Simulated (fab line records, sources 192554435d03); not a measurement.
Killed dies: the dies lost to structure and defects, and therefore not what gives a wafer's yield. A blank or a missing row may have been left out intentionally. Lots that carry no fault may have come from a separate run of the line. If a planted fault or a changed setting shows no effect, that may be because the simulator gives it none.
The tool behind it: which one? -- flow n5Finfet -- 11 lots with 30 wafers sampled at 2 steps, on a route of 1938 steps

WHAT THE GAUGES READ, wafer by wafer
N5_BEOL_M9_CD_MEAS_28: target cd 70 nm. Usual: cdNm reads 69.96 nm (standard deviation 0.26).
lot,measured,on,cdNm (nm),flag
L989,day 9 08:37,cdSem-01,70.04 70.57 70.19,
L992,day 9 20:54,cdSem-02,69.93 70.22 69.91,
L991,day 10 05:35,cdSem-01,69.95 70.37 69.74,
L995,day 10 12:51,cdSem-02,69.61 70.01 69.83,
L994,day 10 21:12,cdSem-03,70.11 70.01,
L996,day 11 16:02,cdSem-02,69.66 70.35 69.85,
L999,day 12 04:28,cdSem-02,69.92 69.74 69.52,
L100,day 12 07:57,cdSem-01,69.94 70.15,
L102,day 12 19:50,cdSem-02,69.88 69.92 69.84,
L105,day 13 15:50,cdSem-03,70.08 70.03,
L112,day 15 09:09,cdSem-03,70.09 70.30 70.52,

TOOL THAT RAN EACH LOT (tool first, then ch and the chambers of the sampled wafers, then the start)
lot,N5_BEOL_M9_STRIP_19
L989,"rieDiel-06 ch 0,2,3, day 9 07:13"
L992,"rieDiel-02 ch 1,2, day 9 20:22"
L991,"rieDiel-02 ch 2,3, day 10 04:44"
L995,"rieDiel-03 ch 1,2,3, day 10 10:10"
L994,"rieDiel-02 ch 1,3, day 10 19:02"
L996,"rieDiel-03 ch 1,2,3, day 11 15:38"
L999,"rieDiel-02 ch 1,2, day 12 03:31"
L100,"rieDiel-06 ch 0,1, day 12 06:40"
L102,"rieDiel-03 ch 0,1,2, day 12 19:28"
L105,"rieDiel-03 ch 0,3, day 13 15:26"
L112,"rieDiel-03 ch 0,2,3, day 15 08:44"
- N5_BEOL_M9_STRIP_19: strips in O2.

WHAT THE TOOLS THEMSELVES READ (means of the sampled wafers that have a number; where no wafer has one, the mark that the record gives instead)
N5_BEOL_M9_STRIP_19. Usual: drypumpMotorCurrentA 5.92 A, standard deviation 0.27; oesProductAu 0.77 a.u., standard deviation 0.081; rfVppV 3.7 V, standard deviation 0.63; showerheadPlenumPTorr 2.10 Torr, standard deviation 0.056; throttleValvePct 16.62 %, standard deviation 0.25.
lot,tool,drypumpMotorCurrentA (A),oesProductAu (a.u.),rfVppV (V),showerheadPlenumPTorr (Torr),throttleValvePct (%),flag
L989,rieDiel-06,5.87,0.70,3.6,2.13,16.92,
L992,rieDiel-02,5.98,0.79,3.4,2.16,16.40,
L991,rieDiel-02,6.00,0.78,3.2,2.09,16.50,
L995,rieDiel-03,5.78,0.72,4.3,2.11,16.76,
L994,rieDiel-02,6.04,0.84,4.0,2.12,16.36,
L996,rieDiel-03,5.78,0.72,4.4,2.10,16.77,
L999,rieDiel-02,5.97,0.74,3.6,2.13,16.52,
L100,rieDiel-06,6.14,0.77,3.6,2.16,16.65,
L102,rieDiel-03,5.76,0.73,3.3,2.05,16.81,
L105,rieDiel-03,5.78,0.84,3.5,2.08,16.53,
L112,rieDiel-03,5.86,0.80,3.7,2.08,16.58,

THE ANSWER, worked out from the rows above alone
Rule: lot off if the mean of its wafers having a number is beyond 3 standard deviations from the usual mean. Also off: a lot with no number at a reading for which 4 or more lots have one. The other lots that the step has rows for count as sound. Order of review: gauges by route order, followed by the tools' own readings, for which a lot's mean as printed above is used. At the first step where some lot is off, the reading lying furthest off is the one used; lots without a number count as furthest.
Across all readings shown, no lot is off: no conclusion can be drawn from this.

WHAT HAD BEEN PUT IN BY THE SIMULATOR
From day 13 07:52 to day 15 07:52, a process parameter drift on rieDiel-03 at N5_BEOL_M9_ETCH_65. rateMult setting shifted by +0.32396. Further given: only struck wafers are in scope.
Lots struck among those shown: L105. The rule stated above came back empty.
